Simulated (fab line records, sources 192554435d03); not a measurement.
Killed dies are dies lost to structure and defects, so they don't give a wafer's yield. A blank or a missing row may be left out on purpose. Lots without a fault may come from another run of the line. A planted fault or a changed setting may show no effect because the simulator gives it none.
A struck lot beside a sound one | flow n5_finfet | 16 steps out of a route of 1938
Sound: wafers L783.1, L783.5, L783.6. Struck: wafers L788.2, L788.3, L788.4. The cause comes at the end.
At each step with rows: each side's tool, then ch and its chambers, then its first start. Under that, the readings that differ: sound wafers | struck wafers | difference of the means | sigmas: that difference in standard deviations of wafers without a fault.
alike: readings whose means differ by less than 2 such deviations, and words and numbers that are the same on both sides. not compared: withheld readings, readings that some wafer has no value for, bounds like >300 that may hide the same value, and numbers for which the record gives no deviation and whose values overlap.
The two part at a step that has a row with sigmas, a row that says differs or no value, or rows on one side only. Numbers that don't overlap but have no deviation are shown without sigmas and don't part them. A reading that every wafer of one side lacks parts them only if that side has two wafers or more.

first, 7 steps without rows for these wafers: N5_BEOL_M4_COAT_76 (time 60 s, resist thk 5 nm); N5_BEOL_M4_COAT_22 (resist thk 30 nm); N5_BEOL_M4_EBR_24; N5_BEOL_M4_SOFTBAKE_23 (time 60 s); N5_BEOL_M4_EXPOSE_25 (exposes mask V3, defocus 5 nm); N5_BEOL_M4_PEB_26 (peb time 60 s); N5_BEOL_M4_DEVELOP_27 (develop time 30 s).
N5_BEOL_M4_CD_MEAS_28: target cd 26.2 nm, target cd y 24.1 nm.
  sound on cd_sem-03 ch 0, day 9 21:32; struck on cd_sem-02 ch 0, day 11 09:01
  alike: cd_nm
N5_BEOL_M4_OVL_MEAS_29:
  sound on overlay-02 ch 0, day 9 21:34; struck on overlay-01 ch 0, day 11 09:03
  alike: V3_OVL
N5_BEOL_M4_INSPECT_30: inspects for defects (brightfield).
  sound on defect_inspect-02, day 9 21:38; struck on defect_inspect-02, day 11 09:06
  alike: raw_defect_count
N5_BEOL_M4_DESCUM_33: chemistry O2, time 7 s.
  sound on rie_diel-06 ch 1,2, day 9 22:34; struck on rie_diel-06 ch 0,1,2, day 11 09:14
  alike: drypump_motor_current_A, oes_product_au, rf_vpp_V, showerhead_plenum_p_Torr, temp_c, throttle_valve_pct
  not compared: rf_hours_counter_h
N5_BEOL_M4_ETCH_77: etches underlayer in N2/H2, target depth 6.5 nm, time 5.2 s.
  sound on rie_diel-06 ch 1,2, day 9 22:37; struck on rie_diel-06 ch 0,1,2, day 11 09:16
  alike: drypump_motor_current_A, etch_rf_on_time_s, oes_product_au, rf_vpp_V, showerhead_plenum_p_Torr, throttle_valve_pct
  not compared: rf_hours_counter_h
N5_BEOL_M4_ETCH_69: etches SiARC in CF4, target depth 15.6 nm, time 26 s.
  sound on rie_diel-06 ch 1,2, day 9 22:38; struck on rie_diel-06 ch 0,1,2, day 11 09:17
  reading                         | sound             | struck            | difference | sigmas
  cf4_flow_sccm (sccm)            | 100.0 100.1 99.3  | 130.5 129.9 129.8 | +30.3      | +95
  oes_product_au (a.u.)           | 0.59 0.59 0.59    | 0.60 0.82 0.89    | +0.18      | +2
  showerhead_plenum_p_Torr (Torr) | 2.10 2.10 2.02    | 2.21 2.32 2.30    | +0.20      | +2
  throttle_valve_pct (%)          | 16.04 16.02 15.72 | 16.91 16.75 16.71 | +0.86      | +4
  alike: drypump_motor_current_A, etch_rf_on_time_s, rf_vpp_V
  not compared: rf_hours_counter_h
N5_BEOL_M4_ALD_98: deposits SiO2, target thk 2.5 nm, pulse time 1 s, co reactant pulse time 1 s.
  sound on ald_sin-04 ch 0,1, day 9 22:45; struck on ald_sin-04 ch 1,2,3, day 11 09:22
  alike: heater_power_outer_w, heater_power_w, precursor_pulse_height_rel
N5_BEOL_M4_RC_MEAS_101:
  sound on prober-02 ch 0, day 10 03:53; struck on prober-01 ch 0, day 12 02:46
  alike: DIBL_N, DIBL_P, IOFF_N, IOFF_P, ION_N, ION_P, SS_N, SS_P, VT_N, VT_P
-- the record jumps here: 5 days lie between the struck wafers' starts before and after (it left off in module BEOL_M4 and takes up again in module PASSIVATION, whose first step shown is number 1936 of the route) --
N5_PASSIVATION_PROBE_49:
  the record has rows for the struck wafers here (prober-01, day 16 17:58) and none for the sound ones

WHERE THEY PART
First at N5_BEOL_M4_ETCH_69; last, within this record, at N5_PASSIVATION_PROBE_49.

WHY: what the simulator had put in
Process parameter drift: rie_diel-06, from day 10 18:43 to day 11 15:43, at N5_BEOL_M4_ETCH_69. Setting cf4_flow_sccm, moved by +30, from 100. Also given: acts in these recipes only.
